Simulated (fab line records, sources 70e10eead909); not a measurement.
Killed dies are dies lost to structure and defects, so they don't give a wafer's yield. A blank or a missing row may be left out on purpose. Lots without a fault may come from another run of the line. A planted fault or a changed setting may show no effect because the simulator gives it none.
Problem report in the 8D (eight disciplines) form, filled by code | flow nand_harc | the parts of the form that need people (team, actions taken, sign-off) are left out

1. THE PROBLEM
thk_nm at NHARC_A_ONON_D2_THK_MEAS_11 reads a mean of 1069 nm on 4 wafers of 2 lots; wafers without a fault read 1002 nm with a standard deviation of 10. That is +6.7 standard deviations from the usual mean.
The step: measures by ellipsometry.
First seen on wafer L530.3, day 15 22:13, on film_metro-01. The record holds 18 wafers of 6 lots with a number at this step. Rule for "out", or "out of limits": more than 4 standard deviations from the usual mean. The other wafers with a number count as sound.

2. WHAT IT IS AND WHAT IT IS NOT
question                    | is                             | is not
which readings at this step | thk_nm                         | -
which lots                  | L530, L531                     | L526, L536, L538, L545
which wafers of those lots  | L530.3, L530.6, L531.3, L531.6 | L530.4, L531.2
read on which gauges        | film_metro-01, film_metro-02   | -
when                        | from day 15 22:13              | up to then (4 sound wafers); but 10 sound wafers of L531, L536, L538, L545 came after

3. SUSPECTS, AND WHAT RULES EACH OUT
Counting: a tool at a process step up to the reading stays a suspect if it ran every lot that is out. Sound lots after the first of them don't rule it out here, since some wafers of a struck lot are sound.
- the gauge at NHARC_A_ONON_D2_THK_MEAS_11: ruled out. The wafers that are out were read on 2 gauges (film_metro-01, film_metro-02).
- pecvd_onon-01 at NHARC_A_ONON_D2_DEP_09 (target thk 1000 nm): kept. It ran every lot that is out, first L530 (day 15 21:49); its last sound lot up to then is L526 (day 13 13:53).
Left after counting: pecvd_onon-01 at NHARC_A_ONON_D2_DEP_09.

4. THE CAUSE (what the simulator had put in)
Process parameter drift: pecvd_onon-01, from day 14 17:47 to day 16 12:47, at NHARC_A_ONON_D2_DEP_09. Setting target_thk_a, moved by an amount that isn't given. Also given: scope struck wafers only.
Counting left only this tool.

5. THE CHAIN OF EFFECTS, in route order
Each row: a reading whose mean over the struck wafers that have a number lies more than 3 standard deviations from the usual. Only readings for which the record gives a usual standard deviation are gone through. hours: the time from each lot's start at the first step in this table that gives one to its start at this step, as a median over the lots. sigmas: the change in usual standard deviations.
hours | step                        | reading | usual   | on struck wafers | change | sigmas
0     | NHARC_A_ONON_D2_THK_MEAS_11 | thk_nm  | 1002 nm | 1069             | +67    | +6.7
Later measuring or inspecting steps at which every struck wafer that the step has a row for has a number for every such reading, and none has moved that far: NHARC_END_SORT_01.

6. WHAT WOULD HAVE CAUGHT IT SOONER
In this record the first reading out of limits at a measuring or inspecting step was taken at day 15 22:13, 28 hours after the fault began at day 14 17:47.
Of the tool readings at NHARC_A_ONON_D2_DEP_09 for which the record gives a usual standard deviation, none was out on any struck wafer, so an alarm limit of 4 standard deviations on them would not have fired.
Of the lots that are out (2), L531 began NHARC_A_ONON_D2_DEP_09 on pecvd_onon-01 after day 15 22:13. A hold on the tool at that time would have spared it.
